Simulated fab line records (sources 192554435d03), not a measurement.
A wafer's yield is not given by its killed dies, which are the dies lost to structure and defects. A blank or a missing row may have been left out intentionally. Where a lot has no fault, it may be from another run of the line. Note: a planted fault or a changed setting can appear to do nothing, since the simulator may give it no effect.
Split-lot experiment | flow n5_finfet | 7 lots, 21 wafers read, on a route of 1938 steps

== SPLIT DETAILS ==
At N5_BEOL_M8_TRENCH_ETCH_37 (etches SiCOH lowk in C4F6/O2, target depth 93.478 nm, time 31.2 s), the setting source_w was moved away from the recipe's 345 W on 10 of the 21 wafers read, by -14.2% to +15.6%. All remaining wafers had this setting at the recipe value.

The reading is taken at the split's own step.

== THE READING ==
rf_vpp_V, in V, at N5_BEOL_M8_TRENCH_ETCH_37 (etches SiCOH lowk in C4F6/O2, target depth 93.478 nm, time 31.2 s). Typical for fault-free wafers on this fab line: 655 V, with standard deviation 21 V.

wafer  | tool, chamber at the split | source_w as run, W | against the recipe | rf_vpp_V, V | against lot-mates on the recipe
L074.1 | rie_diel-04, 0             | 393.6              | +14.1%             | 626         | -44
L074.4 | rie_diel-04, 2             | 393.6              | +14.1%             | 637         | -33
L074.5 | rie_diel-04, 0             | 345                | recipe             | 670         | -
L075.3 | rie_diel-03, 3             | 299.3              | -13.2%             | 699         | +65
L075.4 | rie_diel-03, 1             | 345                | recipe             | 634         | -
L075.5 | rie_diel-03, 0             | 299.3              | -13.2%             | 687         | +53
L076.3 | rie_diel-04, 2             | 345                | recipe             | 679         | -
L076.4 | rie_diel-04, 3             | 379.6              | +10.0%             | 651         | -28
L076.6 | rie_diel-04, 3             | 379.6              | +10.0%             | 649         | -30
L078.2 | rie_diel-03, 2             | 345                | recipe             | 663         | -
L078.5 | rie_diel-03, 1             | 395.3              | +14.6%             | 590         | -66
L078.6 | rie_diel-03, 3             | 345                | recipe             | 650         | -
L089.1 | rie_diel-01, 2             | 345                | recipe             | 693         | -
L089.3 | rie_diel-01, 3             | 398.9              | +15.6%             | 640         | -53
L089.4 | rie_diel-01, 0             | 398.9              | +15.6%             | 583         | -110
L091.2 | rie_diel-03, 0             | 345                | recipe             | 638         | -
L091.3 | rie_diel-03, 1             | 345                | recipe             | 632         | -
L091.4 | rie_diel-03, 3             | 345                | recipe             | 649         | -
L092.1 | rie_diel-03, 0             | 345                | recipe             | 637         | -
L092.2 | rie_diel-03, 3             | 296.1              | -14.2%             | 703         | +60
L092.4 | rie_diel-03, 3             | 345                | recipe             | 649         | -

THE FIT
A straight line over all 21 wafers: rf_vpp_V changes by -2.63 V for each +1% of source_w; r = -0.78; the points scatter about the line by 20 V.
The same after taking each lot's own level away (the mean of its wafers on the recipe; 21 wafers): -4.15 V for each +1%; r = -0.94; scatter 14 V.
On that fit, the largest move of source_w shifts the reading by 65 V.
Measured against the standard deviation above, the lots' own levels, which go from 634.0 to 693.0 V, span 2.8 times it.
So the lot-to-lot level blurs the effect unless lot-mates are compared.
Check: for one of the wafers moved furthest among these (+15.6%), held out of the fit, the line's prediction against its lot-mates is -65 V. Against them it came out at -53 V.
Tool readings at the split's step, against how far the setting was moved: rf_vpp_V r = -0.78.

== THE OTHER SPLITS THESE WAFERS WENT THROUGH ==
Other splits were also applied to these wafers ahead of the reading. Each is held against what the fit with the lots' levels taken away leaves over:
other split on the same wafers   | wafers away from the commonest value | r with rf_vpp_V (lot level and that fit taken away)
N5_BEOL_M6_DESCUM_33 time_s      | 9                                    | -0.20
N5_BEOL_M6_ETCH_66 bias_w        | 4                                    | +0.16
N5_BEOL_M6_ALD_77 ald_cycles     | 8                                    | +0.10
N5_BEOL_M7_DESCUM_33 time_s      | 6                                    | +0.11
N5_BEOL_M7_TRENCH_ETCH_37 time_s | 3                                    | -0.24

== FILE'S OWN FIT ==
rf_vpp_V changes by -4.16 V for each +1% of source_w, r = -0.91.
